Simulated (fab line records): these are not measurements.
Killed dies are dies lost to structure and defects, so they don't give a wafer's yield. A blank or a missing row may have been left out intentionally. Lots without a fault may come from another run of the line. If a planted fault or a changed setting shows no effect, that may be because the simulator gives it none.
fab line records | flow n5-finfet | part 2 of 2: steps 21 to 31 of 31
record: lots: 5 wafers: 15 last-day: 18
route steps=1938 shown BEOL_M9@1428
lots that met no fault: from a run of the same line without faults
start-h: hours from the record's first day to the start of the lot's first wafer shown | wait-h: hours elapsed since this lot's preceding step | " as in the row above | L1.1+2: several wafers, shown together as one row | - no value present, or no start provided | * or withheld: withheld | < > ~ a bound
route shown NAME@n: NAME is a module with steps in the file, n the number in the route of the first one | usual: mean/standard deviation of fault-free wafers | same: alike in all rows | chamber/n: place in a boat | sites: each site's reading | _std_site: the standard deviation of these | _edge_site: inner sites' mean taken away from outer sites' mean | radius-mm: for every site, how far away it sits from the centre of the wafer | mask NAME#n: copy n | behind: tool/chamber where the wafer was last shaped | hold: the reason the lot was held/the length of the hold in hours/how it ended | device: the n, p or np transistor that did not switch | end of line: the same wafers' tests at the end of the route | a step without rows: its recipe alone | killed: count of dies lost to structure and defects at first sort (not the wafer's yield) | map: shows each die of a wafer: x if killed, . if not, _ if none is there
set.NAME: the setting the step ran with; set.NAME@STEP: the setting that earlier step ran with | model.NAME: the simulator's own value behind a step, which no gauge read
certain route steps with their lots: each step a table, each wafer a row
services: a tool's chamber out of use, with start hour (start-h, from the record's first day; less than 0 if before it), hours out, and reason
== steps ==
step: N5_BEOL_M9_STRIP_80
recipe: chemistry: N2/H2 time-s: 10 power-w: 450 temp-c: 40 pressure-mtorr: 20 rf-frequency-hz: 6e+07 bias-power-w: 7 n2-flow-sccm: 200 h2-flow-sccm: 200
usual: drypump-motor-current-A: 5.7/0.4 oes-product-au: 0.76/0.05 rf-vpp-V: 59.1/0.78 showerhead-plenum-p-Torr: 2.52/0.093 throttle-valve-pct: 23.6/0.31
columns lot.wafer tool chamber start-h wait-h drypump-motor-current-A oes-product-au rf-hours-counter-h rf-vpp-V showerhead-plenum-p-Torr throttle-valve-pct
L080.2 rie-diel-05 3 - - 6.1 0.74 180 58.8 2.54 23.8
L080.4 " 0 " " 5.6 0.69 233 59.3 2.50 23.8
L080.5 " 1 " " 6.5 0.86 - 58.3 2.48 23.5
L082.1 rie-diel-06 0 - - 5.9 0.72 192 60.6 2.64 23.4
L082.4 " 2 " " 6.1 0.75 137 59.1 2.55 24.1
L082.6 " 1 " " 5.6 0.77 - 58.2 2.35 24.0
L087.1 rie-diel-03 3 - - 5.1 0.78 132 59.4 2.65 23.7
L087.2 " 2 " " 6.1 0.72 207 59.5 2.41 23.3
L087.4 " 1 " " 5.4 0.83 82 59.8 2.44 23.1
L092.1 rie-diel-06 0 - - 5.9 0.71 205 59.8 2.63 23.4
L092.3 " 3 " " 5.7 0.71 194 58.0 2.61 23.5
L092.4 " 1 " " 5.5 0.75 162 58.8 2.34 24.0
L096.2 rie-diel-03 0 - - 5.4 0.71 227 58.6 2.51 23.5
L096.4 " 2 " " 6.1 0.71 225 58.6 2.41 23.3
L096.6 " 2 " " 6.2 0.71 - 58.6 2.41 23.3
step: N5_BEOL_M9_OCD_MEAS_38
usual: trench-depth-nm: 151/3.2
columns lot.wafer tool chamber start-h wait-h trench-depth-nm
L080.2 ocd-01 - 276.26 - 148
L080.4 " - " " 144
L080.5 " - " " 150
L082.1 ocd-02 - 281.57 - 152
L082.4 " - " " 151
L082.6 " - " " 156
L087.1 ocd-01 - 315.14 - 146
L087.2 " - " " 152
L087.4 " - " " 153
L092.1 ocd-02 - 326.11 - 148
L092.3 " - " " 147
L092.4 " - " " 153
L096.2 ocd-02 - 375.27 - 152
L096.4 " - " " 152
L096.6 " - " " 153
step: N5_BEOL_M9_HM_STRIP_39
recipe: chemistry: peroxide-tin-strip material: TiN target-depth-a: 250 temp-c: 50 time-s: 158
columns lot.wafer tool chamber start-h wait-h
L080.2+4+5 wet-bench-05 6,2,5 276.29 0.0
L082.1+4+6 wet-bench-04 3,2,1 281.60 0.0
L087.1+2+4 wet-bench-06 5,0,7 315.17 0.0
L092.1+3+4 wet-bench-05 4,5,0 326.15 0.0
L096.2+4+6 wet-bench-06 7,5,4 375.30 0.0
step: N5_BEOL_M9_SRD_40
recipe: time-s: 30 temp-c: 23 rinse-liquid: diw dry: ipa-marangoni
columns lot.wafer tool chamber start-h wait-h
L080.2+4+5 wet-bench-05 6,2,5 276.34 0.0
L082.1+4+6 wet-bench-04 3,2,1 281.65 0.0
L087.1+2+4 wet-bench-06 5,0,7 315.21 0.0
L092.1+3+4 wet-bench-05 4,5,0 326.19 0.0
L096.2+4+6 wet-bench-06 7,5,4 375.35 0.0
step: N5_BEOL_M9_PRECLEAN_42
recipe: chemistry: residue-remover time-s: 60 temp-c: 40
columns lot.wafer tool chamber start-h wait-h
L080.2+4+5 wet-bench-05 6,2,5 276.36 0.0
L082.1+4+6 wet-bench-04 3,2,1 281.67 0.0
L087.1+2+4 wet-bench-06 5,0,7 315.23 0.0
L092.1+3+4 wet-bench-05 4,5,0 326.21 0.0
L096.2+4+6 wet-bench-06 7,5,4 375.36 0.0
step: N5_BEOL_M9_SRD_43
recipe: time-s: 30 temp-c: 23 rinse-liquid: diw dry: ipa-marangoni
columns lot.wafer tool chamber start-h wait-h
L080.2+4+5 wet-bench-05 6,2,5 276.37 0.0
L082.1+4+6 wet-bench-04 3,2,1 281.69 0.0
L087.1+2+4 wet-bench-06 5,0,7 315.25 0.0
L092.1+3+4 wet-bench-05 4,5,0 326.23 0.0
L096.2+4+6 wet-bench-06 7,5,4 375.38 0.0
step: N5_BEOL_M9_CD_MEAS_35
recipe: target-cd-nm: 70 target-cd-y-nm: 40 polarity: opening
usual: cd-nm: 69.9/0.58
columns lot.wafer tool chamber start-h wait-h cd-nm
L080.2 cd-sem-01 - 276.42 0.0 68.8
L080.4 " - " " 68.0
L080.5 " - " " 70.2
L082.1 cd-sem-03 - 281.73 0.0 69.7
L082.4 " - " " 69.9
L082.6 " - " " 69.1
L087.1 cd-sem-01 - 315.29 0.0 69.6
L087.2 " - " " 70.4
L087.4 " - " " 70.3
L092.1 cd-sem-03 - 326.27 0.0 70.4
L092.3 " - " " 68.7
L092.4 " - " " 69.4
L096.2 cd-sem-03 - 375.42 0.0 69.8
L096.4 " - " " 69.7
L096.6 " - " " 69.5
step: N5_BEOL_M9_CURE_72
recipe: temp-c: 370 time-s: 120 ambient: DMADMS/He material: SiCOH_lowk
usual: lamp-power-pct: 52.31/0.056 wafer_temp_C_max: 371.7/0.61
columns lot.wafer tool chamber start-h wait-h lamp-power-pct wafer_temp_C_max
L080.2 uv-cure-01 0 276.51 0.1 52.33 371.1
L080.4 " 0 " " 52.39 370.7
L080.5 " 0 " " 52.40 371.1
L082.1 uv-cure-01 0 281.77 0.0 52.32 370.9
L082.4 " 0 " " 52.30 371.0
L082.6 " 0 " " 52.42 371.2
L087.1 uv-cure-01 1 315.42 0.1 52.32 371.5
L087.2 " 1 " " 52.30 371.3
L087.4 " 1 " " 52.29 371.6
L092.1 uv-cure-02 1 326.31 0.0 52.25 370.9
L092.3 " 1 " " 52.31 371.1
L092.4 " 1 " " 52.41 371.2
L096.2 uv-cure-02 0 375.51 0.1 52.27 372.1
L096.4 " 0 " " 52.29 372.9
L096.6 " 0 " " 52.34 373.0
step: N5_BEOL_M9_DEGAS_44
recipe: ambient: vacuum temp-c: 250 time-s: 60
usual: heater-power-w: 344/40
columns lot.wafer tool chamber start-h wait-h heater-power-w
L080.2 pvd-sputter-02 - 277.02 0.5 317
L080.4 " - " " 402
L080.5 " - " " 393
L082.1 pvd-sputter-01 - 282.18 0.4 342
L082.4 " - " " 348
L082.6 " - " " 346
L087.1 pvd-sputter-03 - 315.90 0.4 383
L087.2 " - " " 309
L087.4 " - " " 327
L092.1 pvd-sputter-02 - 326.74 0.4 271
L092.3 " - " " 390
L092.4 " - " " 271
L096.2 pvd-sputter-01 - 375.82 0.3 343
L096.4 " - " " 382
L096.6 " - " " 386
step: N5_BEOL_M9_PRE_CLEAN_45
recipe: gas: H2/He time-s: 30 temp-c: 250
usual: heater-power-w: 345/39
columns lot.wafer tool chamber start-h wait-h heater-power-w
L080.2 pvd-sputter-02 - 277.06 0.0 316
L080.4 " - " " 381
L080.5 " - " " 394
L082.1 pvd-sputter-01 - 282.22 0.0 347
L082.4 " - " " 340
L082.6 " - " " 351
L087.1 pvd-sputter-03 - 315.94 0.0 382
L087.2 " - " " 309
L087.4 " - " " 322
L092.1 pvd-sputter-02 - 326.78 0.0 270
L092.3 " - " " 394
L092.4 " - " " 276
L096.2 pvd-sputter-01 - 375.86 0.0 344
L096.4 " - " " 381
L096.6 " - " " 379
step: N5_BEOL_M9_ALD_74
recipe: material: TaN target-thk-a: 20 temp-c: 275 ald-precursor-family: PDMAT ald-co-reactant: NH3 pressure-torr: 3 carrier-flow-sccm: 1500 pulse-time-s: 2 purge-time-s: 3 co-reactant-purge-time-s: 2 co-reactant-pulse-time-s: 3 ald-cycles: 40 precursor-vessel-temp-c: 75 precursor-vessel-pressure-torr: 26.25 precursor-vessel-carrier-sccm: 1000
usual: heater-power-w: 421/42
columns lot.wafer tool chamber start-h wait-h heater-power-w
L080.2 ald-metal-03 2 277.15 0.1 465
L080.4 " 1 " " 390
L080.5 " 3 " " 391
L082.1 ald-metal-02 3 282.29 0.0 427
L082.4 " 2 " " 404
L082.6 " 1 " " 577
L087.1 ald-metal-03 2 316.00 0.0 455
L087.2 " 0 " " 370
L087.4 " 0 " " 379
L092.1 ald-metal-03 2 326.84 0.0 447
L092.3 " 3 " " 393
L092.4 " 1 " " 407
L096.2 ald-metal-02 1 375.92 0.0 564
L096.4 " 3 " " 430
L096.6 " 3 " " 434
== services ==
columns tool chamber start-h hours kind
uv-cure-02 - 251.33 0.5 repair
euv-scanner-02 - 257.40 1.0 pm
ald-metal-02 2 257.74 11.7 repair
ald-metal-03 - 260.28 2.8 pm
ald-metal-03 0 265.40 12.5 repair
euv-scanner-01 - 267.04 1.0 pm
uv-cure-02 - 269.09 0.7 repair
euv-scanner-02 - 269.65 1.1 repair
ald-metal-03 1 289.38 26.9 repair
rie-diel-06 3 291.19 8.3 repair
euv-scanner-02 - 299.44 4.6 pm
pvd-sputter-02 - 301.83 7.9 repair
euv-scanner-02 - 313.58 1.0 pm
euv-scanner-01 - 315.46 4.6 pm
rie-diel-05 0 320.99 2.0 repair
euv-scanner-01 - 323.19 1.0 pm
ald-metal-02 1 327.40 21.6 repair
ald-metal-02 2 329.68 6.1 repair
rie-diel-06 1 332.37 8.2 repair
euv-scanner-02 - 344.93 2.0 repair
rie-diel-03 1 353.01 10.2 repair
rie-diel-03 2 354.84 6.4 repair
euv-scanner-02 - 369.70 1.0 pm
ald-metal-03 1 375.51 26.3 repair
